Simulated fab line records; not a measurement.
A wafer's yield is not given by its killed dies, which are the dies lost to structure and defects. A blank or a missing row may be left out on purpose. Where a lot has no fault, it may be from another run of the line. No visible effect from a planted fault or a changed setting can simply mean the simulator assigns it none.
Chamber matching -- flow nand-harc -- 4 sister chambers for NHARC_P_BONDPAD_STRIP_15 on rie-diel-03
The step strips in O2. 33 wafers are shown with their chamber, then 12 later ones without.

== WAFERS PAIRED WITH THEIR CHAMBERS ==
wafer,chamber,showerhead-plenum-p-Torr (Torr),drypump-motor-current-A (A),oes-product-au (a.u.)
L076.1,0,3.50,5.6,1.007
L076.2,2,3.68,4.9,0.996
L076.6,0,3.50,5.6,1.014
L079.1,2,3.68,4.9,1.000
L079.2,0,3.50,5.6,1.007
L079.5,0,3.50,5.6,1.011
L080.2,1,3.49,5.5,1.001
L080.3,2,3.68,4.9,1.000
L080.4,3,3.78,4.8,0.987
L081.2,1,3.49,5.5,0.998
L081.4,3,3.78,4.8,0.987
L081.5,2,3.68,4.9,0.996
L082.1,3,3.78,4.9,0.985
L082.3,1,3.49,5.5,1.005
L082.4,2,3.68,4.9,1.009
L082.2,2,3.68,4.9,0.991
L082.5,1,3.49,5.5,0.984
L082.6,3,3.78,4.9,0.985
L083.2,0,3.50,5.6,1.018
L083.3,1,3.49,5.5,1.000
L083.4,2,3.68,4.9,0.998
L087.1,0,3.49,5.6,1.012
L087.4,3,3.78,4.8,0.979
L087.6,2,3.68,4.9,0.986
L086.1,2,3.68,4.9,0.991
L086.3,3,3.78,4.9,0.997
L086.6,1,3.49,5.5,0.986
L088.1,2,3.67,4.9,0.988
L088.2,3,3.78,4.9,0.973
L088.4,2,3.68,4.9,0.975
L090.1,0,3.49,5.6,1.026
L090.3,2,3.67,4.9,0.980
L090.4,1,3.49,5.5,1.001

SIGNATURES, as means of the wafers listed above
reading,chamber 0,chamber 1,chamber 2,chamber 3,scatter within a chamber
showerhead-plenum-p-Torr,3.4971,3.4900,3.6783,3.7800,0.00327
drypump-motor-current-A,5.600,5.500,4.900,4.857,0.0243
oes-product-au,1.01357,0.99643,0.99250,0.98471,0.00823
Rule: distance of a wafer from a chamber = root of the sum over the readings of ((wafer's reading minus chamber's mean) / reading's scatter) squared. If the next closest chamber is less than 2 further off than the closest, the wafer can't be placed; otherwise it belongs to the closest. How the scatter is found: for the shown wafers, subtract from each reading the mean of its chamber, square and add these, divide the total by (wafers less chambers), then take the root.

== WAFERS WHOSE CHAMBER IS MISSING ==
wafer,showerhead-plenum-p-Torr (Torr),drypump-motor-current-A (A),oes-product-au (a.u.)
L091.2,3.49,5.6,1.026
L091.4,3.67,4.9,0.990
L091.5,3.67,4.9,0.974
L094.1,3.49,5.6,1.020
L094.3,3.67,4.9,0.977
L094.5,3.49,5.5,0.993
L096.3,3.67,4.9,0.978
L096.4,3.49,5.6,1.019
L096.6,3.49,5.6,1.033
L095.2,3.49,5.5,1.004
L095.3,3.49,5.6,1.030
L095.5,3.77,4.9,1.005

== WHICH CHAMBER EACH ONE RAN IN ==
wafer,from the rows above,in truth
L091.2,0,0
L091.4,2,2
L091.5,2,2
L094.1,0,0
L094.3,2,2
L094.5,1,1
L096.3,2,2
L096.4,0,0
L096.6,0,0
L095.2,1,1
L095.3,0,0
L095.5,3,3
Correctly placed: 12 of 12. Left unplaced by these rows: 0. Number placed wrongly: 0.
